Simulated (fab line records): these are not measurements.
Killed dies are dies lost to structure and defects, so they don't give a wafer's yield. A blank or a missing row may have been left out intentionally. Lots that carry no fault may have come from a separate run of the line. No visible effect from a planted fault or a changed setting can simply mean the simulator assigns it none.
fab line records	flow nandHarc
record lots=24	wafers=72	lastDay=33
route steps=1302 shown P_M1@299 P_BONDPAD@372 A_CHANNEL_HOLE_D1@451 A_CHANNEL_FILL_D1@513
lots with no fault: from the same line, run without faults
startH: hours from the record's first day to the start of the lot's first wafer shown	waitH: time in hours since the lot's previous step	" the same as in the row above	L1.1+2: several wafers, shown together as one row	- value missing, or start not given	* or withheld: withheld	< > ~ a bound
route shown NAME@n: names a module that has steps shown in the file, with the first one's number in the route	usual: mean/standard deviation taken from wafers without a fault	same: alike in all rows	chamber/n: place in a boat	sites: per-site readings	_std_site: the standard deviation of these	_edge_site: the outer-site mean with the inner-site mean subtracted	radiusMm: how far each site lies from the wafer's centre	mask NAME#n: copy n	behind: the most recent tool/chamber to have shaped the wafer	hold: what put the lot on hold/how long, in hours/how the hold closed	device: the n, p or np transistor that did not switch	end of line: the tests these same wafers got at the end of their route	for a step that has no rows: nothing shown but its recipe	killed: dies lost to structure and defects at the first sort, not the wafer's yield	map: dies across one wafer; x = killed, . = not, _ = none there
set.NAME: setting as actually run; set.NAME@STEP: the setting as run at that earlier step	model.NAME: the simulator's own value behind a step, which no gauge read
steps of the route over a sample of lots; a table a step, a row a wafer
services: when a tool's chamber went out of use (startH, in hours from the record's first day, below 0 if earlier), for how many hours, and the reason
## steps
# step NHARC_P_M1_ETCH_35
# recipe targetDepthA=400	overetchA=120	timeS=43.94	ionEnergyEv=200	n2FlowSccm=150	h2FlowSccm=150	arFlowSccm=0	rfW=400	biasW=150	chemistry=N2/H2
# usual drypumpMotorCurrentA=5.7/0.38	oesProductAu=0.995/0.0094	rfVppV=429.5/2.6	showerheadPlenumPTorr=2.00/0.091	throttleValvePct=14.173/0.0087
lot.wafer	tool	chamber	startH	waitH	drypumpMotorCurrentA	oesProductAu	rfHoursCounterH	rfVppV	showerheadPlenumPTorr	throttleValvePct
L074.3	rieDiel-07	0	128.40	0.1	5.1	0.994	0	429.4	2.02	14.180
L074.2	"	1	"	"	6.3	0.989	0	432.6	2.08	14.192
L074.5	"	2	"	"	5.8	0.981	-	428.3	1.93	14.168
L075.3	rieDiel-12	2	139.35	0.1	5.6	0.996	1	427.5	1.92	14.171
L075.2	"	0	"	"	6.2	1.011	2	429.3	1.99	14.176
L075.5	"	1	"	"	5.6	0.998	-	427.1	1.90	14.153
L076.3	rieDiel-12	3	141.96	0.1	5.6	0.989	1	431.2	2.03	14.175
L076.6	"	2	"	"	5.6	1.001	-	428.8	1.92	14.179
L076.5	"	3	"	"	5.6	0.980	-	430.8	2.03	14.163
L077.2	rieDiel-03	2	164.25	0.1	5.5	0.997	4	428.3	1.98	14.171
L077.4	"	3	"	"	6.4	0.988	4	431.9	2.10	14.164
L077.6	"	3	"	"	6.4	0.982	-	432.1	2.10	14.178
L078.4	rieDiel-12	3	165.51	0.1	5.6	0.991	3	431.2	2.03	14.176
L078.3	"	0	"	"	6.2	1.008	4	428.9	1.99	14.177
L078.5	"	0	"	"	6.2	1.006	-	429.5	1.99	14.182
L079.2	rieDiel-03	2	176.89	0.1	5.5	0.995	5	429.0	1.98	14.175
L079.5	"	3	"	"	6.5	0.985	-	433.1	2.09	14.167
L079.6	"	0	"	"	5.4	1.004	-	427.0	1.89	14.164
L080.3	rieDiel-03	3	182.20	0.1	6.4	0.990	6	433.0	2.09	14.168
L080.4	"	2	"	"	5.5	0.991	6	428.5	1.98	14.180
L080.6	"	3	"	"	6.4	0.988	-	431.9	2.09	14.166
L081.4	rieDiel-03	2	198.32	0.1	5.6	1.001	8	430.3	1.98	14.183
L081.2	"	3	"	"	6.4	0.986	8	431.1	2.09	14.170
L081.6	"	3	"	"	6.5	0.981	-	432.7	2.09	14.168
L082.4	rieDiel-03	1	205.16	0.1	5.5	0.994	7	435.2	2.18	14.173
L082.2	"	3	"	"	6.4	0.986	8	431.8	2.09	14.177
L082.5	"	1	"	"	5.5	0.991	-	433.7	2.18	14.169
L084.4	rieDiel-12	0	222.07	0.1	6.2	1.011	8	429.2	1.99	14.165
L084.3	"	3	"	"	5.6	1.010	7	430.8	2.03	14.175
L084.6	"	1	"	"	5.6	0.995	-	424.6	1.90	14.169
L083.3	rieDiel-03	0	222.90	0.1	5.4	0.993	10	427.0	1.89	14.172
L083.4	"	2	"	"	5.5	0.995	9	429.1	1.98	14.173
L083.2	"	3	"	"	6.4	0.980	9	432.5	2.09	14.162
L085.3	rieDiel-12	3	234.11	0.1	5.6	1.001	7	430.9	2.03	14.177
L085.2	"	0	"	"	6.2	1.013	9	429.8	1.99	14.182
L085.5	"	2	"	"	5.6	0.974	-	426.8	1.92	14.164
L086.4	rieDiel-07	3	244.13	0.1	6.0	1.006	33	428.4	2.02	14.156
L086.5	"	3	"	"	6.0	1.009	-	429.6	2.02	14.151
L086.6	"	0	"	"	5.1	1.024	-	430.0	2.01	14.176
L087.4	rieDiel-07	1	272.40	0.1	6.3	0.979	45	431.6	2.06	14.156
L087.3	"	0	"	"	5.1	1.013	46	430.3	2.01	14.197
L087.6	"	2	"	"	5.8	0.984	-	426.8	1.92	14.181
L088.2	rieDiel-03	3	272.77	0.1	6.4	0.984	14	431.1	2.09	14.182
L088.3	"	0	"	"	5.4	0.991	15	427.8	1.89	14.175
L088.6	"	2	"	"	5.5	0.990	-	428.2	1.98	14.157
L089.4	rieDiel-03	1	274.45	0.1	5.4	0.986	13	434.0	2.18	14.190
L089.2	"	2	"	"	5.5	0.994	13	429.9	1.98	14.181
L089.3	"	3	"	"	6.4	0.979	14	432.4	2.09	14.189
L090.4	rieDiel-12	2	285.05	0.1	5.6	0.995	1	427.8	1.92	14.170
L090.6	"	3	"	"	5.6	0.987	-	429.7	2.03	14.170
L090.5	"	0	"	"	6.2	1.009	-	428.6	1.99	14.157
L091.3	rieDiel-12	1	297.43	0.1	5.5	0.997	2	426.7	1.90	14.154
L091.4	"	3	"	"	5.6	0.982	2	430.2	2.03	14.166
L091.5	"	2	"	"	5.5	0.989	-	427.3	1.92	14.158
L092.4	rieDiel-03	2	302.49	0.1	5.5	1.011	1	428.7	1.97	14.172
L092.3	"	1	"	"	5.5	0.992	1	432.6	2.18	14.170
L092.5	"	3	"	"	6.4	0.979	-	431.8	2.09	14.171
L093.1	rieDiel-03	2	313.24	0.1	5.5	0.995	1	430.5	1.97	14.183
L093.6	"	2	"	"	5.6	0.987	-	429.0	1.97	14.181
L093.5	"	3	"	"	6.4	0.979	-	431.9	2.09	14.166
L094.3	rieDiel-12	0	318.26	0.1	6.2	0.995	5	429.1	1.99	14.170
L094.1	"	1	"	"	5.6	0.998	4	426.9	1.90	14.178
L094.6	"	2	"	"	5.6	0.982	-	426.3	1.92	14.172
L095.1	rieDiel-03	0	336.82	0.1	5.4	0.997	4	425.6	1.89	14.171
L095.5	"	0	"	"	5.4	0.999	-	425.0	1.89	14.165
L095.4	"	1	"	"	5.4	0.995	-	435.5	2.18	14.171
L096.4	rieDiel-12	2	344.58	0.1	5.6	0.983	5	426.6	1.92	14.175
L096.2	"	0	"	"	6.2	1.002	6	427.9	1.99	14.172
L096.5	"	2	"	"	5.6	0.997	-	427.2	1.92	14.168
L097.1	rieDiel-03	3	353.75	0.1	6.5	0.978	5	432.0	2.09	14.175
L097.3	"	1	"	"	5.5	0.998	5	433.9	2.18	14.180
L097.5	"	0	"	"	5.4	0.998	-	427.3	1.89	14.168
# step NHARC_P_BONDPAD_ETCH_24
# recipe targetDepthA=300	overEtchFrac=0.3	timeS=72.99	ionEnergyEv=150	cf4FlowSccm=50	n2FlowSccm=100	arFlowSccm=150	rfW=300	biasW=100	chemistry=CF4/N2
# usual drypumpMotorCurrentA=5.8/0.5	oesProductAu=0.995/0.011	rfVppV=314.8/1.6	showerheadPlenumPTorr=2.67/0.078	throttleValvePct=19.794/0.0091
lot.wafer	tool	chamber	startH	waitH	drypumpMotorCurrentA	oesProductAu	rfHoursCounterH	rfVppV	showerheadPlenumPTorr	throttleValvePct
L074.2	rieDiel-04	0	-	-	6.3	1.013	7	315.2	2.77	19.782
L074.3	"	1	"	"	5.4	0.993	7	315.6	2.77	19.790
L074.5	"	3	"	"	6.2	1.002	-	316.5	2.73	19.788
L075.3	rieDiel-05	2	-	-	5.1	0.982	2	315.1	2.75	19.806
L075.2	"	3	"	"	5.9	0.992	2	316.8	2.74	19.797
L075.5	"	0	"	"	6.1	0.996	-	314.6	2.74	19.789
L076.3	rieDiel-01	1	-	-	6.2	1.008	3	312.6	2.53	19.775
L076.5	"	2	"	"	4.9	1.002	-	313.3	2.61	19.798
L076.6	"	3	"	"	5.8	0.987	-	314.3	2.65	19.801
L077.4	rieDiel-01	2	-	-	4.9	1.010	4	313.3	2.61	19.787
L077.2	"	3	"	"	5.8	1.000	4	314.0	2.65	19.798
L077.6	"	1	"	"	6.2	1.001	-	311.9	2.53	19.803
L078.4	rieDiel-01	3	-	-	5.8	1.007	4	314.6	2.65	19.775
L078.3	"	0	"	"	6.4	1.008	4	313.6	2.68	19.789
L078.5	"	0	"	"	6.4	1.003	-	314.0	2.68	19.808
L079.2	rieDiel-01	1	-	-	6.1	0.998	5	312.4	2.53	19.776
L079.5	"	0	"	"	6.4	0.988	-	313.2	2.68	19.788
L079.6	"	1	"	"	6.1	0.990	-	310.6	2.53	19.793
L080.4	rieDiel-01	0	191.54	0.2	6.4	0.989	-	315.0	2.68	19.796
L080.3	"	3	"	"	5.8	0.986	-	314.0	2.65	19.803
L080.6	"	3	"	"	5.7	1.006	-	314.2	2.65	19.777
L081.4	rieDiel-04	2	-	-	5.2	1.011	1	317.3	2.81	19.791
L081.2	"	3	"	"	6.1	1.000	1	316.8	2.73	19.799
L081.6	"	0	"	"	6.3	1.022	-	316.3	2.76	19.791
L082.2	rieDiel-05	3	-	-	5.9	0.990	4	315.8	2.74	19.802
L082.4	"	1	"	"	5.7	0.993	4	314.1	2.66	19.792
L082.5	"	0	"	"	6.1	0.989	-	315.9	2.74	19.794
L084.3	rieDiel-01	1	-	-	6.2	0.997	1	312.5	2.53	19.789
L084.4	"	2	"	"	4.9	1.002	1	314.9	2.60	19.791
L084.6	"	0	"	"	6.4	0.977	-	315.3	2.68	19.783
L083.4	rieDiel-01	2	-	-	4.9	0.994	1	312.7	2.60	19.789
L083.3	"	0	"	"	6.4	0.978	1	316.3	2.68	19.778
L083.2	"	1	"	"	6.2	0.988	1	312.7	2.53	19.803
L085.2	rieDiel-05	2	-	-	5.0	0.973	0	314.6	2.74	19.786
L085.3	"	0	"	"	6.1	0.987	0	316.9	2.74	19.801
L085.5	"	1	"	"	5.7	0.986	-	313.9	2.66	19.795
L086.4	rieDiel-01	0	-	-	6.4	0.984	3	315.2	2.68	19.792
L086.5	"	0	"	"	6.4	0.983	-	314.9	2.68	19.795
L086.6	"	1	"	"	6.2	0.991	-	311.8	2.53	19.786
L087.4	rieDiel-05	0	-	-	6.1	0.986	1	315.9	2.74	19.789
L087.3	"	1	"	"	5.7	0.983	1	314.5	2.66	19.788
L087.6	"	0	"	"	6.1	0.992	-	316.0	2.74	19.786
L088.2	rieDiel-05	2	-	-	5.0	0.989	1	315.3	2.74	19.782
L088.3	"	0	"	"	6.1	1.000	1	315.9	2.74	19.791
L088.6	"	2	"	"	5.1	0.973	-	317.7	2.74	19.799
L089.2	rieDiel-05	2	-	-	5.0	0.979	2	315.1	2.74	19.791
L089.3	"	3	"	"	5.9	0.998	2	315.8	2.74	19.793
L089.4	"	0	"	"	6.1	0.988	1	316.0	2.74	19.788
L090.4	rieDiel-05	1	-	-	5.7	0.997	2	313.7	2.66	19.793
L090.6	"	0	"	"	6.1	0.991	-	315.5	2.74	19.778
L090.5	"	1	"	"	5.7	1.001	-	314.8	2.66	19.800
L091.3	rieDiel-04	0	-	-	6.3	1.016	7	316.4	2.76	19.801
L091.4	"	2	"	"	5.2	1.017	7	316.9	2.81	19.783
L091.5	"	1	"	"	5.3	1.005	-	315.0	2.77	19.795
L092.4	rieDiel-01	1	-	-	6.2	1.007	8	311.9	2.53	19.812
L092.3	"	0	"	"	6.4	0.990	8	315.6	2.68	19.804
L092.5	"	1	"	"	6.2	1.004	-	312.4	2.53	19.788
L093.1	rieDiel-01	2	-	-	4.9	1.005	7	313.8	2.60	19.800
L093.5	"	3	"	"	5.8	0.978	-	314.0	2.65	19.798
L093.6	"	0	"	"	6.4	0.994	-	315.2	2.68	19.795
L094.3	rieDiel-01	2	-	-	4.9	1.003	7	313.8	2.60	19.789
L094.1	"	0	"	"	6.4	0.993	8	315.7	2.68	19.789
L094.6	"	3	"	"	5.8	0.982	-	315.2	2.65	19.798
L095.4	rieDiel-04	1	-	-	5.4	0.990	10	317.1	2.77	19.802
L095.1	"	3	"	"	6.1	0.998	9	316.4	2.73	19.803
L095.5	"	1	"	"	5.3	0.999	-	317.2	2.77	19.783
L096.2	rieDiel-01	2	-	-	4.9	1.017	8	315.0	2.60	19.791
L096.4	"	3	"	"	5.8	1.004	9	314.9	2.65	19.808
L096.5	"	1	"	"	6.1	1.014	-	312.3	2.53	19.791
L097.3	rieDiel-01	2	-	-	4.9	0.994	10	313.5	2.60	19.786
L097.1	"	3	"	"	5.8	0.981	10	314.9	2.64	19.799
L097.5	"	1	"	"	6.2	1.002	-	313.1	2.53	19.803
# step NHARC_P_BONDPAD_CMP_19
# recipe tOverpolishS=30	cuRecessTouchS=16	targetThkNm=160.81
# usual motorCurrentA=11.8/1.2	overpolishRunS=30.000/0.0087
lot.wafer	tool	chamber	startH	waitH	motorCurrentA	overpolishRunS
L074.3	cmp-04	2	139.19	-	9.4	29.992
L074.2	"	1	"	"	10.9	29.992
L074.5	"	3	"	"	13.4	29.999
L075.2	cmp-03	2	150.24	-	11.9	29.985
L075.3	"	3	"	"	12.2	29.987
L075.5	"	0	"	"	11.7	29.987
L076.3	cmp-02	1	152.70	-	12.4	30.014
L076.6	"	3	"	"	11.5	29.998
L076.5	"	0	"	"	14.0	30.007
L077.4	cmp-04	0	175.98	-	12.0	30.007
L077.2	"	2	"	"	9.2	29.990
L077.6	"	3	"	"	12.7	29.994
L078.3	cmp-02	1	176.71	-	12.3	29.994
L078.4	"	2	"	"	10.4	29.995
L078.5	"	0	"	"	13.3	30.008
L079.2	cmp-04	3	187.44	-	14.0	29.989
L079.5	"	1	"	"	10.7	29.994
L079.6	"	2	"	"	9.6	30.013
L080.3	cmp-02	2	193.03	-	11.0	29.999
L080.4	"	1	"	"	12.2	29.982
L080.6	"	2	"	"	11.0	29.983
L081.2	cmp-03	3	208.92	-	11.5	30.005
L081.4	"	2	"	"	11.6	29.994
L081.6	"	3	"	"	11.4	30.008
L082.4	cmp-02	1	216.02	-	12.5	30.008
L082.2	"	3	"	"	11.6	29.996
L082.5	"	1	"	"	12.0	30.012
L084.4	cmp-04	3	232.74	-	14.0	29.998
L084.3	"	1	"	"	10.5	30.003
L084.6	"	0	"	"	11.9	30.019
L083.4	cmp-03	2	233.69	-	11.6	29.993
L083.2	"	0	"	"	12.1	29.999
L083.3	"	1	"	"	11.4	29.991
L085.3	cmp-04	0	244.82	-	11.8	30.011
L085.2	"	1	"	"	11.4	29.986
L085.5	"	1	"	"	11.1	30.005
L086.4	cmp-03	1	255.21	-	10.7	30.001
L086.6	"	0	"	"	12.3	29.990
L086.5	"	1	"	"	10.8	29.990
L087.4	cmp-04	3	282.93	-	12.9	30.002
L087.3	"	2	"	"	9.7	30.001
L087.6	"	3	"	"	13.5	29.990
L088.2	cmp-02	3	283.60	-	11.7	29.992
L088.3	"	0	"	"	14.1	30.004
L088.6	"	3	"	"	11.3	29.988
L089.4	cmp-03	1	285.20	-	10.7	30.016
L089.3	"	2	"	"	12.2	29.991
L089.2	"	0	"	"	12.1	30.016
L090.4	cmp-04	2	295.83	-	9.4	30.007
L090.5	"	0	"	"	12.4	30.008
L090.6	"	1	"	"	10.4	29.995
L091.4	cmp-02	1	308.14	-	12.5	29.998
L091.3	"	2	"	"	11.0	29.992
L091.5	"	2	"	"	10.8	29.995
L092.4	cmp-04	1	313.11	-	11.1	30.015
L092.3	"	3	"	"	13.8	29.990
L092.5	"	1	"	"	10.8	29.998
L093.1	cmp-04	1	323.97	-	10.9	29.988
L093.6	"	2	"	"	10.0	30.011
L093.5	"	3	"	"	13.5	30.002
L094.3	cmp-02	1	329.11	-	12.0	30.009
L094.1	"	2	"	"	11.3	30.011
L094.6	"	3	"	"	11.3	30.002
L095.1	cmp-03	1	347.62	-	10.7	29.998
L095.4	"	0	"	"	12.1	29.991
L095.5	"	2	"	"	11.3	30.003
L096.2	cmp-02	2	355.50	-	11.4	29.990
L096.4	"	1	"	"	12.3	30.005
L096.5	"	3	"	"	11.4	29.996
L097.1	cmp-04	0	364.48	-	12.2	29.997
L097.3	"	1	"	"	10.9	29.991
L097.5	"	2	"	"	10.0	30.010
# step NHARC_A_CHANNEL_HOLE_D1_DEP_01
# recipe targetThkA=1400	targetThkNm=140	tempC=400	pressureTorr=3.5	flowSccm=200	rfW=350	material=SiON
# usual heaterPowerW=806/110	susceptorTempC=400.01/0.23
lot.wafer	tool	chamber	startH	waitH	heaterPowerW	susceptorTempC
L074.2	pecvd-01	0	181.86	1.3	786	399.91
L074.3	"	2	"	"	871	400.21
L074.5	"	1	"	"	804	399.74
L075.3	pecvd-01	0	190.34	1.0	789	400.11
L075.2	"	1	"	"	764	400.11
L075.5	"	2	"	"	799	400.12
L076.3	pecvd-04	1	190.40	1.0	835	399.69
L076.6	"	2	"	"	923	400.05
L076.5	"	1	"	"	833	400.12
L077.2	pecvd-03	0	217.19	1.4	733	400.10
L077.4	"	2	"	"	744	399.63
L077.6	"	0	"	"	719	400.05
L078.3	pecvd-04	1	217.81	1.0	901	400.13
L078.4	"	0	"	"	785	399.88
L078.5	"	1	"	"	729	400.15
L079.2	pecvd-03	0	228.19	1.3	709	399.81
L079.6	"	0	"	"	682	399.90
L079.5	"	2	"	"	773	400.20
L080.3	pecvd-03	0	235.66	1.0	612	399.65
L080.4	"	0	"	"	630	399.72
L080.6	"	2	"	"	757	399.78
L081.2	pecvd-03	1	255.30	1.3	943	400.30
L081.4	"	0	"	"	711	400.27
L081.6	"	2	"	"	780	399.68
L082.2	pecvd-01	1	255.74	1.4	836	400.33
L082.4	"	2	"	"	900	399.97
L082.5	"	1	"	"	858	399.94
L084.3	pecvd-01	1	272.37	1.0	710	399.84
L084.6	"	2	"	"	879	399.97
L084.4	"	1	"	"	745	399.88
L083.3	pecvd-03	2	274.17	1.0	660	399.64
L083.2	"	0	"	"	680	400.18
L083.4	"	0	"	"	699	399.91
L085.2	pecvd-03	0	287.95	1.3	715	400.16
L085.3	"	2	"	"	787	400.25
L085.5	"	1	"	"	846	400.51
L086.6	pecvd-04	0	295.94	0.1	764	400.31
L086.4	"	1	"	"	831	399.77
L086.5	"	2	"	"	962	399.86
L087.3	pecvd-04	2	322.06	1.0	1041	399.98
L087.6	"	2	"	"	1058	400.14
L087.4	"	1	"	"	865	400.40
L088.2	pecvd-04	2	323.15	1.3	879	399.99
L088.3	"	1	"	"	698	400.15
L088.6	"	1	"	"	739	400.17
L089.3	pecvd-03	0	325.07	1.0	675	400.29
L089.2	"	1	"	"	916	400.07
L089.4	"	1	"	"	932	399.83
L090.4	pecvd-01	1	337.54	0.8	813	400.27
L090.5	"	2	"	"	862	399.85
L090.6	"	1	"	"	832	400.01
L091.3	pecvd-03	1	350.01	1.0	914	400.37
L091.5	"	1	"	"	899	400.30
L091.4	"	0	"	"	632	399.92
L092.3	pecvd-04	0	361.69	1.0	683	399.68
L092.4	"	0	"	"	719	400.33
L092.5	"	1	"	"	764	399.79
L093.1	pecvd-03	2	363.95	1.6	775	400.26
L093.5	"	1	"	"	967	399.78
L093.6	"	2	"	"	765	400.21
L094.3	pecvd-04	1	369.75	1.0	766	399.66
L094.1	"	0	"	"	724	400.28
L094.6	"	0	"	"	714	399.83
L095.1	pecvd-03	2	390.65	1.6	691	400.04
L095.4	"	2	"	"	685	399.89
L095.5	"	0	"	"	643	400.16
L096.2	pecvd-04	0	394.40	1.3	770	400.10
L096.5	"	1	"	"	803	399.81
L096.4	"	2	"	"	1064	400.01
L097.3	pecvd-03	2	406.91	1.0	656	400.41
L097.1	"	1	"	"	937	400.18
L097.5	"	2	"	"	695	400.12
# step NHARC_A_CHANNEL_HOLE_D1_CD_MEAS_18
# usual cdNm=100.0/2.2
lot.wafer	tool	chamber	startH	waitH	cdNm
L074.2	cdSem-01	-	183.75	-	96.2
L074.3	"	-	"	"	100.8
L074.5	"	-	"	"	100.0
L075.2	cdSem-02	-	192.33	-	95.5
L075.3	"	-	"	"	100.6
L075.5	"	-	"	"	100.0
L076.3	cdSem-03	-	192.48	-	98.3
L076.5	"	-	"	"	106.1
L076.6	"	-	"	"	99.5
L077.2	cdSem-03	-	219.03	-	102.5
L077.4	"	-	"	"	97.3
L077.6	"	-	"	"	101.8
L078.3	cdSem-03	-	219.76	-	102.4
L078.4	"	-	"	"	102.7
L078.5	"	-	"	"	102.2
L079.2	cdSem-03	-	230.12	-	94.0
L079.5	"	-	"	"	102.2
L079.6	"	-	"	"	98.4
L080.3	cdSem-03	-	237.68	-	102.1
L080.4	"	-	"	"	97.6
L080.6	"	-	"	"	97.8
L081.2	cdSem-02	-	257.32	-	97.2
L081.4	"	-	"	"	100.9
L081.6	"	-	"	"	98.3
L082.2	cdSem-03	-	258.02	-	98.8
L082.4	"	-	"	"	100.5
L082.5	"	-	"	"	99.3
L084.3	cdSem-02	-	274.66	-	101.9
L084.4	"	-	"	"	97.8
L084.6	"	-	"	"	98.0
L083.2	cdSem-03	-	276.21	-	102.5
L083.3	"	-	"	"	100.2
L083.4	"	-	"	"	97.1
L085.2	cdSem-01	-	289.84	-	100.2
L085.3	"	-	"	"	100.4
L085.5	"	-	"	"	95.7
L086.4	cdSem-02	-	297.87	-	100.6
L086.5	"	-	"	"	98.7
L086.6	"	-	"	"	100.9
L087.3	cdSem-01	-	324.08	-	99.9
L087.4	"	-	"	"	102.2
L087.6	"	-	"	"	100.2
L088.2	cdSem-02	-	325.15	-	102.0
L088.3	"	-	"	"	102.1
L088.6	"	-	"	"	102.6
L089.2	cdSem-01	-	326.95	-	98.8
L089.3	"	-	"	"	99.6
L089.4	"	-	"	"	103.1
L090.4	cdSem-01	-	339.60	-	103.0
L090.5	"	-	"	"	103.8
L090.6	"	-	"	"	105.7
L091.3	cdSem-02	-	352.04	-	100.4
L091.4	"	-	"	"	100.3
L091.5	"	-	"	"	99.4
L092.3	cdSem-02	-	363.59	-	98.6
L092.4	"	-	"	"	99.1
L092.5	"	-	"	"	99.8
L093.1	cdSem-03	-	365.93	-	101.7
L093.5	"	-	"	"	103.0
L093.6	"	-	"	"	99.7
L094.1	cdSem-02	-	371.70	-	96.2
L094.3	"	-	"	"	96.7
L094.6	"	-	"	"	96.6
L095.1	cdSem-02	-	392.66	-	100.9
L095.4	"	-	"	"	100.6
L095.5	"	-	"	"	99.2
L096.2	cdSem-02	-	396.40	-	101.1
L096.4	"	-	"	"	101.9
L096.5	"	-	"	"	104.3
L097.1	cdSem-03	-	408.80	-	98.5
L097.3	"	-	"	"	99.0
L097.5	"	-	"	"	98.2
# step NHARC_A_CHANNEL_FILL_D1_CMP_10
# recipe targetThkNm=150
# usual motorCurrentA=11.5/0.94	timeToEndpointS=14.8/2.3
lot.wafer	tool	chamber	startH	waitH	motorCurrentA	timeToEndpointS
L074.2	cmp-04	0	237.41	0.4	12.0	15.6
L074.3	"	1	"	"	10.2	14.0
L074.5	"	0	"	"	12.5	15.1
L075.2	cmp-04	2	248.25	0.4	9.6	18.7
L075.3	"	0	"	"	11.2	20.9
L075.5	"	1	"	"	11.1	17.1
L076.3	cmp-03	0	248.28	0.4	12.0	19.0
L076.6	"	2	"	"	11.6	13.8
L076.5	"	3	"	"	11.4	17.5
L077.2	cmp-04	1	280.02	0.4	12.1	12.2
L077.4	"	2	"	"	9.5	14.9
L077.6	"	2	"	"	9.4	13.5
L078.3	cmp-01	0	280.05	0.4	12.7	14.5
L078.4	"	1	"	"	11.0	16.2
L078.5	"	0	"	"	11.9	14.0
L079.2	cmp-04	0	287.92	0.4	11.2	15.7
L079.6	"	2	"	"	9.4	16.5
L079.5	"	3	"	"	13.5	15.5
L080.4	cmp-04	0	293.11	0.4	11.8	15.4
L080.3	"	1	"	"	10.4	14.4
L080.6	"	0	"	"	11.5	15.1
L082.4	cmp-01	3	313.11	0.4	12.1	17.2
L082.2	"	2	"	"	11.2	16.1
L082.5	"	0	"	"	11.6	13.9
L081.4	cmp-03	0	313.11	0.4	11.6	15.8
L081.2	"	1	"	"	10.9	17.2
L081.6	"	1	"	"	10.5	14.5
L083.2	cmp-04	0	332.21	0.4	11.6	15.2
L083.3	"	1	"	"	10.7	13.4
L083.4	"	3	"	"	13.8	14.6
L084.3	cmp-01	1	332.21	0.4	11.2	14.9
L084.4	"	2	"	"	11.8	15.3
L084.6	"	2	"	"	11.2	17.7
L085.3	cmp-01	2	346.06	0.4	10.8	18.6
L085.2	"	1	"	"	11.3	16.0
L085.5	"	3	"	"	11.9	16.5
L086.4	cmp-01	3	355.64	0.4	11.5	16.2
L086.5	"	0	"	"	11.7	15.6
L086.6	"	1	"	"	11.5	17.0
L088.2	cmp-04	0	377.95	0.4	11.6	15.9
L088.3	"	1	"	"	10.8	15.4
L088.6	"	1	"	"	11.0	15.5
L087.3	cmp-03	1	377.98	0.4	10.5	10.6
L087.4	"	2	"	"	11.9	9.2
L087.6	"	0	"	"	12.2	12.7
L089.3	cmp-03	1	381.78	0.4	11.1	10.5
L089.4	"	2	"	"	11.3	11.5
L089.2	"	3	"	"	11.4	10.0
L090.4	cmp-03	3	395.96	0.4	11.7	13.5
L090.5	"	1	"	"	10.8	11.5
L090.6	"	2	"	"	11.7	12.1
L091.4	cmp-01	3	408.75	0.4	11.3	12.7
L091.3	"	0	"	"	12.4	12.7
L091.5	"	2	"	"	12.0	12.9
L092.4	cmp-01	0	420.15	0.4	12.4	14.3
L092.3	"	3	"	"	11.9	14.1
L092.5	"	1	"	"	11.4	13.5
L093.1	cmp-03	3	420.17	0.4	11.7	12.2
L093.5	"	2	"	"	12.1	11.5
L093.6	"	3	"	"	11.8	14.9
L094.1	cmp-03	2	427.75	0.4	11.2	14.3
L094.3	"	0	"	"	12.2	14.7
L094.6	"	2	"	"	11.5	12.4
L095.4	cmp-04	0	449.54	0.4	11.9	19.3
L095.1	"	2	"	"	9.6	18.3
L095.5	"	1	"	"	10.7	15.6
L096.2	cmp-01	3	454.42	0.4	11.9	14.3
L096.4	"	1	"	"	10.7	14.9
L096.5	"	3	"	"	11.9	15.0
L097.1	cmp-01	0	464.96	0.4	11.8	10.5
L097.3	"	1	"	"	11.4	13.1
L097.5	"	3	"	"	12.1	13.0
## services
tool	chamber	startH	hours	kind
cmp-04	-	111.00	4.0	pm
cmp-03	-	154.96	0.6	repair
cmp-03	-	160.10	0.6	repair
cmp-03	-	162.00	4.0	pm
cmp-03	-	181.87	18.9	repair
rieDiel-01	1	188.75	5.8	repair
rieDiel-01	2	190.47	18.8	repair
cmp-04	-	193.07	0.4	repair
rieDiel-01	-	203.99	9.0	pm
cmp-04	-	209.00	4.0	pm
cmp-03	-	254.42	0.3	repair
cmp-03	-	260.11	4.0	pm
cmp-04	-	266.08	1.0	repair
rieDiel-01	1	288.30	1.6	repair
cmp-04	-	307.00	4.0	pm
rieDiel-01	-	339.86	0.5	repair
rieDiel-01	-	342.83	2.2	repair
cmp-03	-	358.11	4.0	pm
rieDiel-01	-	380.99	9.0	pm
rieDiel-01	-	404.88	0.4	repair
cmp-04	-	405.00	4.0	pm
cmp-04	-	411.31	0.3	repair
cmp-03	-	456.11	4.0	pm
cmp-04	-	457.72	5.7	repair
## key
fault none
